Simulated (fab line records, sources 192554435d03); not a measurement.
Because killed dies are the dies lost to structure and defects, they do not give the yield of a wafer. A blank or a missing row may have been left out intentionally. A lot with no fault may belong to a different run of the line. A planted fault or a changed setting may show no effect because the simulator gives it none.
Struck lot and sound lot, side by side | flow n5Finfet | 36 out of 1938 route steps
Sound: the wafers L536.3, L536.4, L536.6. Struck: wafer L545.5; the same lot's L545.6 was not struck, so it is left out; see the end for the cause.
Order at every step that has rows: each side's tool, ch and its chambers, its first start. Under that, the readings that differ: sound wafers | struck wafers | difference of the means | sigmas: that difference in standard deviations of wafers without a fault.
alike: a reading whose means differ by less than 2 such deviations, as well as words and numbers matching on both sides. not compared: withheld readings; readings where some wafer has no value; bounds like >300 that might hide an equal value; numbers whose values overlap and for which the record gives no deviation.
The two part at a step that has a row with sigmas, a row that says differs or no value, or rows on one side only. Non-overlapping numbers with no deviation appear without sigmas and do not part them. Lack of a reading on every wafer of one side parts them only where that side has two or more wafers.

first, 8 steps without rows for these wafers: N5_BEOL_M4_SPUTTER_96 (material Cu, target thk 4.5 nm, time 8.29 s); N5_BEOL_M4_ECD_50 (material Cu, target thk 300 nm); N5_BEOL_M4_ANNEAL_51 (time 90 s); N5_BEOL_M4_CMP_52 (polishes, stops on SiOC, t overpolish 6.8 s, target thk 40 nm); N5_BEOL_M4_PRE_CLEAN_60 (time 15 s); N5_BEOL_M4_CO_CAP_55 (material Co, precursor CCTBA/H2, target thk 2 nm, time 102.1 s); N5_BEOL_M4_PRE_CLEAN_56 (time 15 s); N5_BEOL_M4_DEP_57 (deposits SiCN from 3MS/NH3, target thk 8 nm, time 14 s).
N5_BEOL_M5_ILD_DEP_00: deposits SiCOH lowk from DEMS/porogen, target thk 140.64 nm, time 25.9 s.
  sound on pecvd-03 ch 0,1, day 9 14:41; struck on pecvd-03 ch 1, day 12 02:21
reading                                           | sound           | struck | difference | sigmas
model.SiCOH_lowk_of_BEOL_M5_ILD_DEP_00.thkNm (nm) | 142.8 140.6 141 | 156.2  | +14.7      | 
  alike: chamberPressureTorr, heaterPowerW, showerheadPlenumPTorr, throttleValvePct
then, 1 step without rows for these wafers: N5_BEOL_M5_CURE_79 (cures SiCOH lowk, time 240 s).
N5_BEOL_M5_THK_MEAS_01:
  sound: filmMetro-01 at day 9 15:55; struck: filmMetro-02 at day 12 02:55
reading         | sound             | struck | difference | sigmas
M5_ILD_THK (nm) | 122.8 121.0 121.3 | 134.6  | +12.9      | +7
then, 23 steps without rows for these wafers: N5_BEOL_M5_PECVD_70 (deposits SiO2 from TEOS/O2, target thk 16 nm, time 18 s); N5_BEOL_M5_HM_DEP_02 (deposits TiN, target thk 20 nm); N5_BEOL_M5_COAT_59 (time 60 s, resist thk 60 nm); N5_BEOL_M5_COAT_60 (time 60 s, resist thk 12 nm); N5_BEOL_M5_COAT_71 (time 60 s, resist thk 5 nm); N5_BEOL_M5_COAT_05 (resist thk 30 nm); N5_BEOL_M5_EBR_07; N5_BEOL_M5_SOFTBAKE_06 (time 60 s); N5_BEOL_M5_EXPOSE_08 (exposes mask M5, target cd 28 nm); N5_BEOL_M5_PEB_09 (peb time 60 s); N5_BEOL_M5_DEVELOP_10 (develop time 30 s); N5_BEOL_M5_DESCUM_16 (chemistry O2, time 7 s); N5_BEOL_M5_ETCH_72 (etches underlayer in N2/H2, target depth 6.5 nm, time 5.2 s); N5_BEOL_M5_ETCH_61 (etches SiARC in CF4, target depth 15.6 nm, time 26 s); N5_BEOL_M5_ETCH_62 (etches SOC in N2/H2, target depth 75 nm, overetch 15 nm, time 112.5 s); N5_BEOL_M5_STRIP_63 (strips in N2/H2); N5_BEOL_M5_STRIP_73 (strips in N2/H2); N5_BEOL_M5_STRIP_64 (strips in CF4); N5_BEOL_M5_HM_OPEN_17 (chemistry Cl2/BCl3, target TiN, target depth 20 nm, overetch 6 nm); N5_BEOL_M5_STRIP_19 (strips in O2); N5_BEOL_M5_COAT_65 (time 60 s, resist thk 60 nm); N5_BEOL_M5_COAT_66 (time 60 s, resist thk 12 nm); N5_BEOL_M5_COAT_74 (time 60 s, resist thk 5 nm).
N5_BEOL_M5_CMP_52: polishes, stops on SiCOH lowk, t overpolish 6.9 s, target thk 62 nm.
  sound on cmp-04 ch 1,2,3, day 10 03:26; struck on cmp-01 ch 0, day 12 13:38
reading                                           | sound           | struck | difference | sigmas
model.SiCOH_lowk_of_BEOL_M5_ILD_DEP_00.thkNm (nm) | 119.8 118 118.4 | 131.6  | +12.9      | 
  alike: motorCurrentA, retainingRingPressureFrac
following that, these wafers have no rows for 1 step: N5_PASSIVATION_PROBE_49.

WHERE THEY PART
Only at N5_BEOL_M5_THK_MEAS_01, as far as this record shows. Later steps at which nothing parts them and some readings are alike: N5_BEOL_M5_CMP_52.

WHY: whatever the simulator had introduced
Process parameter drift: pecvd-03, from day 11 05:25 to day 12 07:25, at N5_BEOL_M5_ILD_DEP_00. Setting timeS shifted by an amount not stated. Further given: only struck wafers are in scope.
